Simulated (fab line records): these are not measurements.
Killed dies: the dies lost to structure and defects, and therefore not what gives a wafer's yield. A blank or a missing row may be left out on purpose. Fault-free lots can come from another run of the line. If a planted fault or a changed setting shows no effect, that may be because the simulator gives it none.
What tool caused it? / flow nand harc / 6 lots with 18 wafers sampled at 5 steps, on a route of 1159 steps

== WHAT EACH GAUGE READ, for each wafer ==
NHARC_END_SORT_01.
lot=L651; measured=day 24 19:15; on=prober-01; killed at array=20 12 19

== TOOL THAT RAN EACH LOT (tool first, then ch and the chambers of the sampled wafers, then the start) ==
lot=L635; NHARC_A_CONTACT_ETCH_48=rie diel-08 ch 0,2, day 17 14:36; NHARC_A_CONTACT_ETCH_49=rie diel-08 ch 0,1,2, day 17 14:41; NHARC_A_CONTACT_ETCH_116=har cap etch-01 ch 0,1, day 17 16:20; NHARC_A_CONTACT_ETCH_121=har cap etch-01 ch 0,1, day 17 16:47
lot=L640; NHARC_A_CONTACT_ETCH_48=rie diel-02 ch 1,2, day 18 00:56; NHARC_A_CONTACT_ETCH_49=rie diel-02 ch 2,3, day 18 01:09; NHARC_A_CONTACT_ETCH_116=har cap etch-02 ch 0,1, day 18 02:55; NHARC_A_CONTACT_ETCH_121=har cap etch-02 ch 0,1, day 18 03:22
lot=L639; NHARC_A_CONTACT_ETCH_48=rie diel-02 ch 1,2,3, day 18 16:25; NHARC_A_CONTACT_ETCH_49=rie diel-02 ch 0,1,3, day 18 16:31; NHARC_A_CONTACT_ETCH_116=har cap etch-01 ch 0,1, day 18 18:14; NHARC_A_CONTACT_ETCH_121=har cap etch-01 ch 0,1, day 18 18:41
lot=L643; NHARC_A_CONTACT_ETCH_48=rie diel-08 ch 0,1, day 19 07:07; NHARC_A_CONTACT_ETCH_49=rie diel-08 ch 0,2, day 19 07:14; NHARC_A_CONTACT_ETCH_116=har cap etch-03 ch 1, day 19 09:13; NHARC_A_CONTACT_ETCH_121=har cap etch-03 ch 1, day 19 09:40
lot=L651; NHARC_A_CONTACT_ETCH_48=rie diel-02 ch 1,2, day 21 14:20; NHARC_A_CONTACT_ETCH_49=rie diel-02 ch 0,1,2, day 21 14:28; NHARC_A_CONTACT_ETCH_116=har cap etch-02 ch 0,1, day 21 16:07; NHARC_A_CONTACT_ETCH_121=har cap etch-02 ch 0,1, day 21 16:34
lot=L649; NHARC_A_CONTACT_ETCH_48=rie diel-02 ch 0,2,3, day 21 19:29; NHARC_A_CONTACT_ETCH_49=rie diel-02 ch 1,2,3, day 21 19:40; NHARC_A_CONTACT_ETCH_116=har cap etch-02 ch 0,1, day 21 21:22; NHARC_A_CONTACT_ETCH_121=har cap etch-02 ch 0,1, day 21 21:49
- NHARC_A_CONTACT_ETCH_48: etches the open film in CF4, target depth 39 nm, time 65 s.
- NHARC_A_CONTACT_ETCH_49: etches the open film in N2/H2, target depth 260 nm, time 475.3 s.
- NHARC_A_CONTACT_ETCH_116: etches the open film in C4F8/O2/Ar, time 94 s, target depth 922 nm.
- NHARC_A_CONTACT_ETCH_121: etches the open film in C4F8/O2/Ar, time 94 s, target depth 922 nm.

== THE ANSWER, worked out from the rows above alone ==
Rule: usual is defined by the lots themselves. The widest of any qualifying gaps counts: lots, ordered by their means at a reading, are off when they make up no more than a third of the lots, leave a main group of 4 or more, and stand apart from it by 3 or more times the standard deviation of that group's means. The tables above print the reading to a certain number of digits; a main group whose means all agree to those digits is not used. A lot without any number at a reading at which 4 lots or more have one is off too. Where the step has rows for the other lots, those lots are counted as sound.
None of the lots is off at any reading shown; this tells nothing.

== WHAT HAD BEEN PUT IN BY THE SIMULATOR ==
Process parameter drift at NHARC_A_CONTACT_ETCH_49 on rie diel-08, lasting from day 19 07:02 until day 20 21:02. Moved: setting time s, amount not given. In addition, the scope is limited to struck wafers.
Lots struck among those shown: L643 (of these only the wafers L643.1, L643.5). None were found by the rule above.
